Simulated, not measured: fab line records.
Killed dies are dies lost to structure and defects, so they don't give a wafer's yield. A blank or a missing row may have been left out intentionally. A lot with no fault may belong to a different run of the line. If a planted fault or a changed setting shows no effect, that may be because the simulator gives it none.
Struck lot and sound lot, side by side :: flow n5 finfet :: 19 out of 1938 route steps
Sound: wafers L401.1, L401.2, L401.5. Struck: wafer L408.2. (L408.1 of the same lot was not struck and is left out.) The cause comes at the end.
Order at every step that has rows: each side's tool, ch and its chambers, its first start. Under that, the readings that differ: sound wafers :: struck wafers :: difference of the means :: sigmas: that difference in standard deviations of wafers without a fault.
alike: same words and numbers on both sides, and readings whose means sit less than 2 such deviations apart. not compared: any withheld reading, any reading some wafer has no value for, any bound like >300 that may hide the same value, and any number with overlapping values for which the record gives no deviation.
Wherever a step has rows on one side only, a row that says differs or no value, or a row with sigmas, the two part there. Numbers that have no deviation but don't overlap get no sigmas and don't part them. A reading that every wafer of one side lacks parts them only if that side has two wafers or more.

N5_START_INSPECT_01: inspects for defects (unpatterned scan).
  sound on defect inspect-01 at day 4 06:02; struck on defect inspect-02 at day 6 00:02
  alike: raw defect count
then, 2 steps without rows for these wafers: N5_ZERO_LAYER_PRECLEAN_00 (cleans in SPM, time 600 s); N5_ZERO_LAYER_SRD_01 (time 30 s, dry time 30 s).
N5_ZERO_LAYER_PECVD_02: deposits SiO2 from SiH4/N2O, target thk 10 nm, time 6 s.
  sound on pecvd-01 ch 1,2, day 4 06:28; struck on pecvd-04 ch 1, day 6 00:17
  alike: heater power w, showerhead plenum p Torr
then, 4 steps without rows for these wafers: N5_ZERO_LAYER_HMDS_04 (time 60 s); N5_ZERO_LAYER_COAT_05 (resist thk 1000 nm); N5_ZERO_LAYER_EBR_07; N5_ZERO_LAYER_SOFTBAKE_06 (time 90 s).
N5_ZERO_LAYER_EXPOSE_08: exposes mask ZERO, defocus 0 nm, target cd 2000 nm.
  sound on krf scanner-02 ch 0, day 4 06:47; struck on krf scanner-01 ch 0, day 6 00:28
  alike: mask
then, 3 steps without rows for these wafers: N5_ZERO_LAYER_PEB_09; N5_ZERO_LAYER_DEVELOP_10 (develop time 60 s); N5_ZERO_LAYER_HARDBAKE_23 (time 120 s).
N5_ZERO_LAYER_CD_MEAS_11: target cd 2000 nm.
  sound on cd sem-03 ch 0, day 4 06:57; struck on cd sem-01 ch 0, day 6 00:39
reading: cd nm (nm)
sound: 1999.3 1999.5 2006.0
struck: 2015.4
difference: +13.8
sigmas: +5
N5_ZERO_LAYER_DESCUM_16: chemistry O2, time 7.9 s.
  sound on rie diel-03 ch 0,3, day 4 06:59; struck on rie diel-03 ch 2, day 6 00:41
reading: model.ZERO_LAYER.cd nm (nm)
sound: 2000 2000 2006
struck: 2015
difference: +13
sigmas: 
  alike: drypump motor current A, oes product au, rf vpp V, showerhead plenum p Torr, throttle valve pct
  not compared: rf hours counter h
N5_ZERO_LAYER_ETCH_17: etches SiO2 in CF4, target depth 12 nm, time 13.3 s.
  sound on rie diel-03 ch 0,3, day 4 07:02; struck on rie diel-03 ch 2, day 6 00:44
  alike: drypump motor current A, oes product au, rf vpp V, showerhead plenum p Torr, throttle valve pct
  not compared: rf hours counter h
N5_ZERO_LAYER_ETCH_18: etches Si in HBr/Cl2, target depth 120 nm, time 40 s.
  sound on rie si-05 ch 0,1,3, day 4 07:06; struck on rie si-01 ch 3, day 6 00:48
reading: model.ZERO_LAYER.cd nm (nm)
sound: 2000 1999 2006
struck: 2015
difference: +13
sigmas: 
  alike: drypump motor current A, oes product au, throttle valve pct
  not compared: rf hours counter h
N5_ZERO_LAYER_STRIP_24: strips in O2.
  sound on plasma asher-01 ch 0,1, day 4 07:12; struck on plasma asher-01 ch 0, day 6 00:54
  alike: drypump motor current A, heater power w, oes product au, strip time to endpoint s
  not compared: rf hours counter h
-- the record jumps here: 8 days lie between the struck wafers' starts before and after (it left off in module ZERO_LAYER and takes up again in module BEOL_M4, whose first step shown is number 1111 of the route) --
N5_BEOL_M4_RC_MEAS_101:
  sound on prober-02 ch 0, day 13 04:02; struck on prober-02 ch 0, day 14 01:40
  alike: DIBL_N, DIBL_P, IOFF_N, IOFF_P, ION_N, ION_P, SS_N, SS_P, VT_N, VT_P
-- here the record skips 5 days between the struck wafers' starts before and after, leaving off in module BEOL_M4 and picking up in module PASSIVATION (first step shown: number 1936 of the route) --
N5_PASSIVATION_PROBE_49:
  sound on prober-01 at day 17 15:34; struck on prober-01 at day 18 14:07
reading: defect limited yield (%)
sound: 91.4 90.4 92.4
struck: 88.3
difference: -3.1
sigmas: -2

reading: killed_at_M0_to_M3
sound: 30 32 17
struck: 58
difference: +32
sigmas: +3

reading: killed dies
sound: 101 113 90
struck: 138
difference: +37
sigmas: +2

reading: killed short
sound: 36 34 32
struck: 50
difference: +16
sigmas: +2

reading: sort_bin_6_memory (%)
sound: 3.7 4.2 2.6
struck: 5.2
difference: +1.7
sigmas: +3

reading: sort n pass
sound: 1079 1067 1090
struck: 1042
difference: -37
sigmas: -2

reading: sort yield pct (%)
sound: 91.4 90.4 92.4
struck: 88.3
difference: -3.1
sigmas: -2
  alike: killed_at_M4_up, killed at contacts, killed at front end, killed at other, killed open, sort_bin_5_function

WHERE THEY PART
At N5_ZERO_LAYER_CD_MEAS_11 first; at N5_PASSIVATION_PROBE_49 last (within this record only).

WHY: the cause the simulator had injected
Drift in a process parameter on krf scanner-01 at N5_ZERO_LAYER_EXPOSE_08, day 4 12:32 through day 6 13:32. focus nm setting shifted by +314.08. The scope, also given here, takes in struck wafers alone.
